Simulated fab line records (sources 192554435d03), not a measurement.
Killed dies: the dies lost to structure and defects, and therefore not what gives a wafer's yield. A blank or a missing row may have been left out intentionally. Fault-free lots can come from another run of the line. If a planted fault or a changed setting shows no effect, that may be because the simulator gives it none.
Matching of chambers -- flow n5_finfet -- N5_BEOL_M15_DEP_53 on pecvd-02 has 3 sister chambers
The step deposits SiCN from 3MS/NH3, target thk 50 nm, time 17.8 s. 6 wafers are shown with their chamber, then 9 later ones without.

== WAFERS WITH THEIR CHAMBER ==
wafer,chamber,showerhead_plenum_p_Torr (Torr),throttle_valve_pct (%)
L078.4,0,4.117,17.2
L078.6,0,4.149,17.1
L085.5,1,4.120,16.8
L091.2,2,4.177,16.6
L091.5,1,4.130,16.8
L091.6,2,4.166,16.7

== WAFERS MISSING THEIR CHAMBER ==
wafer,showerhead_plenum_p_Torr (Torr),throttle_valve_pct (%)
L094.1,4.135,17.2
L094.5,4.148,17.1
L094.6,4.126,16.8
L092.1,4.144,17.1
L092.2,4.160,17.1
L092.4,4.130,17.2
L096.1,4.135,17.1
L096.4,4.174,16.7
L096.5,4.137,17.2

== THE CHAMBER EACH PASSED THROUGH ==
wafer,from the rows above,in truth
L094.1,0,0
L094.5,0,0
L094.6,1,1
L092.1,0,0
L092.2,0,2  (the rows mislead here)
L092.4,0,0
L096.1,0,0
L096.4,2,2
L096.5,0,0
Correctly placed: 8 of 9. Can't be placed from these rows: 0. Wrongly placed: 1.
How it was worked out, from the rows above alone: a wafer's distance from a chamber is the root of the sum, over the readings, of the square of ((its reading less the chamber's mean) divided by the reading's scatter). If the next closest chamber is less than 2 further off than the closest, the wafer can't be placed; otherwise it belongs to the closest. For every chamber, the mean is computed from those of its wafers that are shown. How the scatter is found: for the shown wafers, subtract from each reading the mean of its chamber, square and add these, divide the total by (wafers less chambers), then take the root.
